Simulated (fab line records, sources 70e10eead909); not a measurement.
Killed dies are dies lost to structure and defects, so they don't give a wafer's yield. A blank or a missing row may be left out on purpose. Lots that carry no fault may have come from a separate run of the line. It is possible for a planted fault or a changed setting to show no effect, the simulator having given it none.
Chamber matching -- flow nand harc -- NHARC_A_CONTACT_ETCH_92 on rie diel-12 has 4 sister chambers
The step etches the open film in CH3F/O2, target depth 40 nm, time 85.7 s. 4 wafers are shown with their chamber, then 8 later ones without.

== WAFERS PAIRED WITH THEIR CHAMBERS ==
wafer,chamber,showerhead plenum p Torr (Torr)
L080.1,2,2.33
L080.3,1,2.52
L080.5,0,2.62
L089.1,3,2.63

== WAFERS WITHOUT THEIR CHAMBER ==
wafer,showerhead plenum p Torr (Torr)
L089.3,2.61
L089.6,2.61
L091.3,2.32
L091.4,2.63
L091.6,2.32
L093.1,2.51
L093.2,2.32
L093.3,2.63

== EACH ONE'S CHAMBER ==
wafer,from the rows above,in truth
L089.3,can't be placed: 0 or 3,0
L089.6,can't be placed: 0 or 3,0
L091.3,2,2
L091.4,can't be placed: 3 or 0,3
L091.6,2,2
L093.1,1,1
L093.2,2,2
L093.3,can't be placed: 3 or 0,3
4 of 8 placed correctly. Not placeable from these rows: 4 (in 4, the candidates include the true chamber). Wrongly placed: 0.
How it was worked out, from the rows above alone: a wafer's distance from a chamber is the root of the sum, over the readings, of the square of ((its reading less the chamber's mean) divided by the reading's scatter). If the next closest chamber is less than 2 further off than the closest, the wafer can't be placed; otherwise it belongs to the closest. For every chamber, the mean is computed from those of its wafers that are shown. The scatter: root of mean squared gap, hidden wafer to nearest shown wafer, with one shown wafer a chamber.
